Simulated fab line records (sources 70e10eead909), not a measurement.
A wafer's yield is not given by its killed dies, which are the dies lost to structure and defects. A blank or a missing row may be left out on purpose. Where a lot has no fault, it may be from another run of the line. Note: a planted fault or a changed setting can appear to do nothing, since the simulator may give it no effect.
Matching of chambers + flow nandHarc + NHARC_A_DECK1_JOINT_DEP_16 on pecvd-03: 3 sister chambers
The step deposits SiO2, target thk 45 nm. 16 wafers are shown with their chamber, then 7 later ones without.

== WAFERS, EACH WITH ITS CHAMBER ==
| wafer  | chamber | throttleValvePct (%) | heaterPowerW (W) |
|--------|---------|----------------------|------------------|
| L439.2 | 1       | 15.1                 | 662              |
| L439.3 | 2       | 15.5                 | 527              |
| L439.4 | 0       | 16.7                 | 547              |
| L442.2 | 0       | 16.5                 | 556              |
| L442.3 | 2       | 15.3                 | 485              |
| L442.6 | 1       | 15.1                 | 678              |
| L441.2 | 0       | 16.4                 | 526              |
| L441.4 | 2       | 15.6                 | 537              |
| L441.6 | 1       | 15.0                 | 637              |
| L443.2 | 0       | 16.6                 | 544              |
| L443.5 | 1       | 15.0                 | 597              |
| L443.6 | 2       | 15.7                 | 600              |
| L446.1 | 0       | 17.0                 | 517              |
| L446.3 | 1       | 15.2                 | 742              |
| L446.6 | 1       | 14.9                 | 738              |
| L450.2 | 0       | 16.5                 | 624              |

SIGNATURES (means of the wafers above)
| reading          | chamber 0 | chamber 1 | chamber 2 | scatter within a chamber |
|------------------|-----------|-----------|-----------|--------------------------|
| throttleValvePct | 16.617    | 15.050    | 15.525    | 0.169                    |
| heaterPowerW     | 552.33    | 675.67    | 537.25    | 48.1                     |
Rule: a wafer lies at a distance from a chamber equal to the root of the sum of squares, over the readings, of (its reading less the chamber's mean, divided by the reading's scatter). If the next closest chamber is less than 2 further off than the closest, the wafer can't be placed; otherwise it belongs to the closest. How the scatter is found: for the shown wafers, subtract from each reading the mean of its chamber, square and add these, divide the total by (wafers less chambers), then take the root.

== WAFERS WHOSE CHAMBER IS MISSING ==
| wafer  | throttleValvePct (%) | heaterPowerW (W) |
|--------|----------------------|------------------|
| L450.3 | 15.0                 | 789              |
| L450.4 | 15.1                 | 785              |
| L452.2 | 15.3                 | 763              |
| L452.3 | 15.6                 | 527              |
| L452.6 | 15.3                 | 761              |
| L451.2 | 16.8                 | 551              |
| L451.4 | 15.1                 | 762              |

== THE CHAMBER EACH PASSED THROUGH ==
| wafer  | from the rows above | in truth |
|--------|---------------------|----------|
| L450.3 | 1                   | 1        |
| L450.4 | 1                   | 1        |
| L452.2 | 1                   | 1        |
| L452.3 | 2                   | 2        |
| L452.6 | 1                   | 1        |
| L451.2 | 0                   | 0        |
| L451.4 | 1                   | 1        |
Correct placement for 7 of the 7. Number that these rows cannot place: 0. Number placed wrongly: 0.
